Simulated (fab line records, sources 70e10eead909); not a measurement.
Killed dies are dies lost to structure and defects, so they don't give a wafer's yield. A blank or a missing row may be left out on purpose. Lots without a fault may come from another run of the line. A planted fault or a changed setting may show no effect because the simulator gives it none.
Chamber matching | flow nand_harc | NHARC_A_STAIRCASE_TRIM_187 on rie_diel-03: 4 sister chambers
The step chemistry O2, time 211.2 s. 16 wafers are shown with their chamber, then 8 later ones without.

WAFERS WITH THEIR CHAMBER
wafer  | chamber | drypump_motor_current_A (A) | showerhead_plenum_p_Torr (Torr) | oes_product_au (a.u.)
L075.2 | 3       | 5.5                         | 3.80                            | 0.992
L075.3 | 0       | 5.5                         | 3.49                            | 0.986
L075.5 | 2       | 4.7                         | 3.65                            | 0.984
L076.2 | 2       | 4.7                         | 3.65                            | 0.984
L076.3 | 1       | 6.3                         | 3.62                            | 1.001
L076.6 | 2       | 4.7                         | 3.65                            | 0.993
L077.2 | 2       | 4.7                         | 3.65                            | 0.994
L077.3 | 1       | 6.3                         | 3.61                            | 1.011
L077.5 | 1       | 6.3                         | 3.61                            | 1.005
L074.2 | 2       | 4.7                         | 3.65                            | 0.992
L074.4 | 0       | 5.5                         | 3.49                            | 0.982
L074.6 | 2       | 4.7                         | 3.65                            | 0.996
L080.2 | 3       | 5.5                         | 3.80                            | 1.000
L080.5 | 0       | 5.5                         | 3.48                            | 0.986
L080.6 | 3       | 5.5                         | 3.80                            | 0.981
L082.2 | 0       | 5.6                         | 3.48                            | 0.978

SIGNATURES (means of the wafers above)
reading                  | chamber 0 | chamber 1 | chamber 2 | chamber 3 | scatter within a chamber
drypump_motor_current_A  | 5.525     | 6.300     | 4.700     | 5.500     | 0.025
showerhead_plenum_p_Torr | 3.4850    | 3.6133    | 3.6500    | 3.8000    | 0.00373
oes_product_au           | 0.98300   | 1.00567   | 0.99050   | 0.99100   | 0.00586
Rule: a wafer's distance from a chamber is the root of the sum, over the readings, of the square of ((its reading less the chamber's mean) divided by the reading's scatter). The wafer belongs to the nearest chamber; if the next one is less than 2 further off, it can't be placed. The scatter: the root of (the sum of the squares of (reading less its chamber's mean) over the shown wafers, divided by (wafers less chambers)).

WAFERS WITHOUT THEIR CHAMBER
wafer  | drypump_motor_current_A (A) | showerhead_plenum_p_Torr (Torr) | oes_product_au (a.u.)
L082.3 | 4.7                         | 3.65                            | 0.987
L082.6 | 4.7                         | 3.65                            | 0.981
L084.3 | 5.5                         | 3.47                            | 0.992
L084.4 | 5.5                         | 3.79                            | 0.984
L084.5 | 5.5                         | 3.47                            | 1.001
L096.3 | 5.5                         | 3.78                            | 0.974
L096.5 | 5.5                         | 3.46                            | 0.985
L096.6 | 6.3                         | 3.59                            | 1.000

WHICH CHAMBER EACH WENT THROUGH
wafer  | from the rows above | in truth
L082.3 | 2                   | 2
L082.6 | 2                   | 2
L084.3 | 0                   | 0
L084.4 | 3                   | 3
L084.5 | 0                   | 0
L096.3 | 3                   | 3
L096.5 | 0                   | 0
L096.6 | 1                   | 1
Placed correctly: 8 of 8. Can't be placed from these rows: 0. Placed wrongly: 0.
